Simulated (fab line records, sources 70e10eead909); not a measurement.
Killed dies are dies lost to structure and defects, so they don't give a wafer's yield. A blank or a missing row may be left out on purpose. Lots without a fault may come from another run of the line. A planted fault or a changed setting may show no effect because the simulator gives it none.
Chamber matching | flow nand_harc | NHARC_A_STAIRCASE_TRIM_220 on rie_diel-12: 4 sister chambers
The step chemistry O2, time 211.2 s. 20 wafers are shown with their chamber, then 10 later ones without.

WAFERS WITH THEIR CHAMBER
wafer  | chamber | drypump_motor_current_A (A) | showerhead_plenum_p_Torr (Torr) | oes_product_au (a.u.)
L075.2 | 1       | 5.77                        | 3.65                            | 0.987
L075.5 | 3       | 5.81                        | 3.28                            | 1.008
L075.6 | 2       | 6.24                        | 3.39                            | 1.002
L077.2 | 1       | 5.77                        | 3.65                            | 0.981
L077.3 | 0       | 5.95                        | 3.78                            | 1.002
L077.6 | 2       | 6.24                        | 3.39                            | 1.006
L079.2 | 0       | 5.91                        | 3.78                            | 0.993
L079.5 | 3       | 5.82                        | 3.28                            | 1.006
L079.6 | 0       | 5.93                        | 3.78                            | 0.987
L082.1 | 3       | 5.82                        | 3.27                            | 1.020
L082.4 | 2       | 6.24                        | 3.38                            | 0.997
L082.6 | 0       | 5.92                        | 3.77                            | 0.995
L083.2 | 3       | 5.83                        | 3.81                            | 1.024
L083.4 | 1       | 5.77                        | 3.64                            | 0.994
L083.6 | 0       | 5.91                        | 3.77                            | 0.989
L084.2 | 1       | 5.78                        | 3.64                            | 0.978
L084.3 | 2       | 6.22                        | 3.38                            | 1.011
L084.5 | 3       | 5.82                        | 3.81                            | 1.011
L087.1 | 1       | 5.81                        | 3.63                            | 0.985
L087.2 | 2       | 6.19                        | 3.37                            | 1.015

SIGNATURES (means of the wafers above)
reading                  | chamber 0 | chamber 1 | chamber 2 | chamber 3 | scatter within a chamber
drypump_motor_current_A  | 5.9240    | 5.7800    | 6.2260    | 5.8200    | 0.0167
showerhead_plenum_p_Torr | 3.7760    | 3.6420    | 3.3820    | 3.4900    | 0.146
oes_product_au           | 0.99320   | 0.98500   | 1.00620   | 1.01380   | 0.00677
Rule: a wafer's distance from a chamber is the root of the sum, over the readings, of the square of ((its reading less the chamber's mean) divided by the reading's scatter). The wafer belongs to the nearest chamber; if the next one is less than 2 further off, it can't be placed. The scatter: the root of (the sum of the squares of (reading less its chamber's mean) over the shown wafers, divided by (wafers less chambers)).

WAFERS WITHOUT THEIR CHAMBER
wafer  | drypump_motor_current_A (A) | showerhead_plenum_p_Torr (Torr) | oes_product_au (a.u.)
L087.6 | 5.81                        | 3.80                            | 1.028
L088.4 | 6.19                        | 3.37                            | 1.014
L088.5 | 6.20                        | 3.37                            | 1.012
L088.6 | 5.78                        | 3.63                            | 0.985
L090.1 | 5.82                        | 3.80                            | 1.025
L090.3 | 5.74                        | 3.63                            | 0.996
L090.5 | 5.92                        | 3.76                            | 1.000
L095.2 | 5.91                        | 3.75                            | 0.978
L095.3 | 5.77                        | 3.62                            | 0.982
L095.6 | 5.92                        | 3.75                            | 0.973

WHICH CHAMBER EACH WENT THROUGH
wafer  | from the rows above | in truth
L087.6 | 3                   | 3
L088.4 | 2                   | 2
L088.5 | 2                   | 2
L088.6 | 1                   | 1
L090.1 | 3                   | 3
L090.3 | 1                   | 1
L090.5 | 0                   | 0
L095.2 | 0                   | 0
L095.3 | 1                   | 1
L095.6 | 0                   | 0
Placed correctly: 10 of 10. Can't be placed from these rows: 0. Placed wrongly: 0.
